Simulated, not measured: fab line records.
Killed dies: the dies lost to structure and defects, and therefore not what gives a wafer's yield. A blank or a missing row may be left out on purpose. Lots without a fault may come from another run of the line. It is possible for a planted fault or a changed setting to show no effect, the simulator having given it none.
Chamber matching || flow nandHarc || NHARC_A_BLC_STRIP_29 on rieDiel-03: 4 sister chambers
The step strips in CF4. 22 wafers are shown with their chamber, then 11 later ones without.

== WAFERS PAIRED WITH THEIR CHAMBERS ==
{"wafer": "L074.1", "chamber": 2, "drypumpMotorCurrentA (A)": 6.3, "oesProductAu (a.u.)": 0.998, "throttleValvePct (%)": 13.281}
{"wafer": "L074.2", "chamber": 1, "drypumpMotorCurrentA (A)": 6.1, "oesProductAu (a.u.)": 1.009, "throttleValvePct (%)": 13.285}
{"wafer": "L074.4", "chamber": 0, "drypumpMotorCurrentA (A)": 5.4, "oesProductAu (a.u.)": 0.989, "throttleValvePct (%)": 13.295}
{"wafer": "L075.4", "chamber": 3, "drypumpMotorCurrentA (A)": 5.7, "oesProductAu (a.u.)": 0.999, "throttleValvePct (%)": 13.274}
{"wafer": "L075.5", "chamber": 0, "drypumpMotorCurrentA (A)": 5.4, "oesProductAu (a.u.)": 0.978, "throttleValvePct (%)": 13.280}
{"wafer": "L075.6", "chamber": 1, "drypumpMotorCurrentA (A)": 6.1, "oesProductAu (a.u.)": 1.005, "throttleValvePct (%)": 13.291}
{"wafer": "L079.2", "chamber": 3, "drypumpMotorCurrentA (A)": 5.6, "oesProductAu (a.u.)": 1.009, "throttleValvePct (%)": 13.275}
{"wafer": "L079.4", "chamber": 2, "drypumpMotorCurrentA (A)": 6.3, "oesProductAu (a.u.)": 0.999, "throttleValvePct (%)": 13.270}
{"wafer": "L079.6", "chamber": 1, "drypumpMotorCurrentA (A)": 6.1, "oesProductAu (a.u.)": 0.993, "throttleValvePct (%)": 13.285}
{"wafer": "L077.1", "chamber": 3, "drypumpMotorCurrentA (A)": 5.7, "oesProductAu (a.u.)": 1.008, "throttleValvePct (%)": 13.278}
{"wafer": "L077.3", "chamber": 0, "drypumpMotorCurrentA (A)": 5.5, "oesProductAu (a.u.)": 0.988, "throttleValvePct (%)": 13.297}
{"wafer": "L077.5", "chamber": 1, "drypumpMotorCurrentA (A)": 6.1, "oesProductAu (a.u.)": 1.001, "throttleValvePct (%)": 13.273}
{"wafer": "L081.1", "chamber": 1, "drypumpMotorCurrentA (A)": 6.1, "oesProductAu (a.u.)": 1.009, "throttleValvePct (%)": 13.284}
{"wafer": "L081.2", "chamber": 2, "drypumpMotorCurrentA (A)": 6.4, "oesProductAu (a.u.)": 0.994, "throttleValvePct (%)": 13.282}
{"wafer": "L081.4", "chamber": 3, "drypumpMotorCurrentA (A)": 5.7, "oesProductAu (a.u.)": 1.011, "throttleValvePct (%)": 13.265}
{"wafer": "L080.4", "chamber": 2, "drypumpMotorCurrentA (A)": 6.3, "oesProductAu (a.u.)": 0.999, "throttleValvePct (%)": 13.276}
{"wafer": "L080.5", "chamber": 1, "drypumpMotorCurrentA (A)": 6.1, "oesProductAu (a.u.)": 1.015, "throttleValvePct (%)": 13.296}
{"wafer": "L080.6", "chamber": 2, "drypumpMotorCurrentA (A)": 6.3, "oesProductAu (a.u.)": 0.997, "throttleValvePct (%)": 13.272}
{"wafer": "L082.1", "chamber": 3, "drypumpMotorCurrentA (A)": 5.7, "oesProductAu (a.u.)": 1.009, "throttleValvePct (%)": 13.285}
{"wafer": "L082.3", "chamber": 2, "drypumpMotorCurrentA (A)": 6.3, "oesProductAu (a.u.)": 0.999, "throttleValvePct (%)": 13.284}
{"wafer": "L082.5", "chamber": 0, "drypumpMotorCurrentA (A)": 5.4, "oesProductAu (a.u.)": 0.990, "throttleValvePct (%)": 13.293}
{"wafer": "L087.1", "chamber": 0, "drypumpMotorCurrentA (A)": 5.5, "oesProductAu (a.u.)": 1.000, "throttleValvePct (%)": 13.283}

SIGNATURES, as means of the wafers listed above
{"reading": "drypumpMotorCurrentA", "chamber 0": 5.440, "chamber 1": 6.100, "chamber 2": 6.317, "chamber 3": 5.680, "scatter within a chamber": 0.0397}
{"reading": "oesProductAu", "chamber 0": 0.98900, "chamber 1": 1.00533, "chamber 2": 0.99767, "chamber 3": 1.00720, "scatter within a chamber": 0.00598}
{"reading": "throttleValvePct", "chamber 0": 13.28960, "chamber 1": 13.28567, "chamber 2": 13.27750, "chamber 3": 13.27540, "scatter within a chamber": 0.00708}
Rule: a wafer's distance from a chamber is the root of the sum, over the readings, of the square of ((its reading less the chamber's mean) divided by the reading's scatter). The wafer belongs to the nearest chamber; if the next one is less than 2 further off, it can't be placed. How the scatter is found: for the shown wafers, subtract from each reading the mean of its chamber, square and add these, divide the total by (wafers less chambers), then take the root.

== WAFERS WITHOUT THEIR CHAMBER ==
{"wafer": "L087.2", "drypumpMotorCurrentA (A)": 6.1, "oesProductAu (a.u.)": 0.999, "throttleValvePct (%)": 13.287}
{"wafer": "L087.4", "drypumpMotorCurrentA (A)": 6.4, "oesProductAu (a.u.)": 1.007, "throttleValvePct (%)": 13.277}
{"wafer": "L090.3", "drypumpMotorCurrentA (A)": 6.1, "oesProductAu (a.u.)": 0.992, "throttleValvePct (%)": 13.281}
{"wafer": "L090.5", "drypumpMotorCurrentA (A)": 6.1, "oesProductAu (a.u.)": 0.982, "throttleValvePct (%)": 13.276}
{"wafer": "L090.6", "drypumpMotorCurrentA (A)": 5.5, "oesProductAu (a.u.)": 1.001, "throttleValvePct (%)": 13.290}
{"wafer": "L094.3", "drypumpMotorCurrentA (A)": 6.1, "oesProductAu (a.u.)": 0.988, "throttleValvePct (%)": 13.281}
{"wafer": "L094.5", "drypumpMotorCurrentA (A)": 6.4, "oesProductAu (a.u.)": 0.989, "throttleValvePct (%)": 13.301}
{"wafer": "L094.6", "drypumpMotorCurrentA (A)": 5.7, "oesProductAu (a.u.)": 0.998, "throttleValvePct (%)": 13.284}
{"wafer": "L095.1", "drypumpMotorCurrentA (A)": 5.5, "oesProductAu (a.u.)": 0.995, "throttleValvePct (%)": 13.295}
{"wafer": "L095.2", "drypumpMotorCurrentA (A)": 6.1, "oesProductAu (a.u.)": 0.973, "throttleValvePct (%)": 13.285}
{"wafer": "L095.6", "drypumpMotorCurrentA (A)": 6.1, "oesProductAu (a.u.)": 0.979, "throttleValvePct (%)": 13.288}

== CHAMBER TAKEN BY EACH ==
{"wafer": "L087.2", "from the rows above": 1, "in truth": 1}
{"wafer": "L087.4", "from the rows above": 2, "in truth": 2}
{"wafer": "L090.3", "from the rows above": 1, "in truth": 1}
{"wafer": "L090.5", "from the rows above": "can't be placed: 1 or 2", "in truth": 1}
{"wafer": "L090.6", "from the rows above": 0, "in truth": 0}
{"wafer": "L094.3", "from the rows above": 1, "in truth": 1}
{"wafer": "L094.5", "from the rows above": 2, "in truth": 2}
{"wafer": "L094.6", "from the rows above": 3, "in truth": 3}
{"wafer": "L095.1", "from the rows above": 0, "in truth": 0}
{"wafer": "L095.2", "from the rows above": "can't be placed: 1 or 2", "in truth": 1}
{"wafer": "L095.6", "from the rows above": 1, "in truth": 1}
Placed correctly: 9 of 11. Can't be placed from these rows: 2 (the true chamber is among the candidates in 2). Wrongly placed: 0.
